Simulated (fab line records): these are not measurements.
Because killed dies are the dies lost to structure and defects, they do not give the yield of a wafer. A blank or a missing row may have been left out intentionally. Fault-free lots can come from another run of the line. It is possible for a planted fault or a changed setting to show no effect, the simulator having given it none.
Chamber matching / flow nand harc / 4 sister chambers for NHARC_A_BLC_ALD_23 on ald metal-04
The step deposits TiN, target thk 3 nm, pulse time 1 s, ald cycles 150. 8 wafers are shown with their chamber, then 11 later ones without.

## EACH WAFER AND ITS CHAMBER
wafer=L078.5; chamber=3; heater power w (W)=1076; heater power outer w (W)=666
wafer=L081.1; chamber=0; heater power w (W)=1159; heater power outer w (W)=746
wafer=L082.3; chamber=0; heater power w (W)=1180; heater power outer w (W)=749
wafer=L082.5; chamber=3; heater power w (W)=1067; heater power outer w (W)=661
wafer=L087.2; chamber=2; heater power w (W)=1006; heater power outer w (W)=645
wafer=L087.5; chamber=1; heater power w (W)=1255; heater power outer w (W)=719
wafer=L087.6; chamber=2; heater power w (W)=980; heater power outer w (W)=629
wafer=L092.1; chamber=1; heater power w (W)=1331; heater power outer w (W)=802

## WAFERS WITHOUT THEIR CHAMBER
wafer=L092.3; heater power w (W)=966; heater power outer w (W)=606
wafer=L092.6; heater power w (W)=1129; heater power outer w (W)=733
wafer=L093.3; heater power w (W)=1024; heater power outer w (W)=623
wafer=L093.4; heater power w (W)=968; heater power outer w (W)=605
wafer=L093.5; heater power w (W)=1159; heater power outer w (W)=714
wafer=L094.1; heater power w (W)=970; heater power outer w (W)=614
wafer=L094.2; heater power w (W)=1021; heater power outer w (W)=655
wafer=L094.5; heater power w (W)=1143; heater power outer w (W)=730
wafer=L096.3; heater power w (W)=1122; heater power outer w (W)=718
wafer=L096.5; heater power w (W)=955; heater power outer w (W)=597
wafer=L096.6; heater power w (W)=1289; heater power outer w (W)=764

## EACH ONE'S CHAMBER
wafer=L092.3; from the rows above=2; in truth=2
wafer=L092.6; from the rows above=can't be placed: 0 or 3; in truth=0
wafer=L093.3; from the rows above=can't be placed: 2 or 3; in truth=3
wafer=L093.4; from the rows above=2; in truth=2
wafer=L093.5; from the rows above=0; in truth=0
wafer=L094.1; from the rows above=2; in truth=2
wafer=L094.2; from the rows above=can't be placed: 2 or 3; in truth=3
wafer=L094.5; from the rows above=0; in truth=0
wafer=L096.3; from the rows above=can't be placed: 0 or 3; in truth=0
wafer=L096.5; from the rows above=2; in truth=2
wafer=L096.6; from the rows above=1; in truth=1
Correctly placed: 7 of 11. From these rows, 4 cannot be placed; in 4 the true chamber is one of the candidates. Wrongly placed: 0.
How it was worked out, from the rows above alone: a wafer's distance from a chamber is the root of the sum, over the readings, of the square of ((its reading less the chamber's mean) divided by the reading's scatter). If the next closest chamber is less than 2 further off than the closest, the wafer can't be placed; otherwise it belongs to the closest. Each chamber's mean is taken over the wafers shown for it. The scatter: the root of (the sum of the squares of (reading less its chamber's mean) over the shown wafers, divided by (wafers less chambers)).
